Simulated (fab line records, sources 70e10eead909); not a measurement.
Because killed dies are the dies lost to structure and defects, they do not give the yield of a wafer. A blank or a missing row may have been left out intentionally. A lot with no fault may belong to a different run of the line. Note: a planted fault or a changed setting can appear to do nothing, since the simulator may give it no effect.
Struck lot and sound lot, side by side || flow nand-harc || 14 out of 1302 route steps
Sound: these wafers, L351.2, L351.3, L351.5. Struck: wafer L357.6. (L357.2, L357.5 of the same lot were not struck and are left out.) The cause comes at the end.
For every step that has rows: the tool of each side, followed by ch and its chambers, followed by its first start. Under that, the readings that differ: sound wafers || struck wafers || difference of the means || sigmas: that difference in standard deviations of wafers without a fault.
alike: same words and numbers on both sides, and readings whose means sit less than 2 such deviations apart. not compared: any withheld reading, any reading some wafer has no value for, any bound like >300 that may hide the same value, and any number with overlapping values for which the record gives no deviation.
The two part at a step that has a row with sigmas, a row that says differs or no value, or rows on one side only. Non-overlapping numbers with no deviation appear without sigmas and do not part them. A reading missing from all wafers of one side parts the sides only when that side holds two or more wafers.

NHARC_A_DECK1_JOINT_ETCHBACK_00: etches the open film in HBr, target depth 30 nm, time 17.4 s.
  sound on rie-si-01 ch 0,2, day 13 06:10; struck on rie-si-06 ch 2, day 15 14:26
  alike: drypump-motor-current-A, hbr-flow-sccm, oes-product-au, throttle-valve-pct
  not compared: rf-hours-counter-h
then, 8 steps without rows for these wafers: NHARC_A_DECK1_JOINT_PRECLEAN_30 (cleans in SC1); NHARC_A_DECK1_JOINT_SRD_31; NHARC_A_DECK1_JOINT_CVD_34 (deposits SiNx, target thk 20 nm); NHARC_A_DECK1_JOINT_DEP_06 (deposits SiOx, target thk 80 nm); NHARC_A_DECK1_JOINT_CURE_26 (time 32 s); NHARC_A_DECK1_JOINT_ANNEAL_27 (time 3600 s); NHARC_A_DECK1_JOINT_ANNEAL_28 (time 1800 s); NHARC_A_DECK1_JOINT_ANNEAL_29 (time 1800 s).
NHARC_A_DECK1_JOINT_CMP_02: polishes SiOx.
  sound on cmp-04 ch 0,1,2, day 14 01:45; struck on cmp-02 ch 3, day 16 16:34
  alike: motor-current-A, slurry-filter-dp-kPa
following that, these wafers have no rows for 1 step: NHARC_A_DECK1_JOINT_SRD_15.
NHARC_A_DECK1_JOINT_DEP_16: deposits SiO2, target thk 45 nm.
  sound on pecvd-04 ch 0,1,2, day 14 02:18; struck on pecvd-04 ch 0, day 16 16:52
{"reading": "mfc-precursor-sccm (sccm)", "sound": "161.9 161.6 161.8", "struck": 264.1, "difference": "+102.3", "sigmas": "+99 or more"}
  alike: flow-sccm, heater-power-w, throttle-valve-pct
NHARC_A_DECK1_JOINT_THK_MEAS_17: measures by ellipsometry.
  sound on film-metro-02 at day 14 02:35; struck on film-metro-01 at day 16 17:14
{"reading": "thk-nm (nm)", "sound": "44.4 46.0 45.7", "struck": 74.1, "difference": "+28.7", "sigmas": "+24"}
NHARC_A_DECK1_JOINT_INSPECT_05:
  sound on defect-inspect-02 at day 14 02:37; struck on defect-inspect-02 at day 16 17:16
  alike: raw-defect-count

WHERE THEY PART
Earliest at NHARC_A_DECK1_JOINT_DEP_16; latest, in this record, at NHARC_A_DECK1_JOINT_THK_MEAS_17. Later steps at which nothing parts them and some readings are alike: NHARC_A_DECK1_JOINT_INSPECT_05.

WHY: the cause the simulator had injected
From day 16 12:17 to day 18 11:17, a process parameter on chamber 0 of pecvd-04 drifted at NHARC_A_DECK1_JOINT_DEP_16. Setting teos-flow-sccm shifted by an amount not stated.
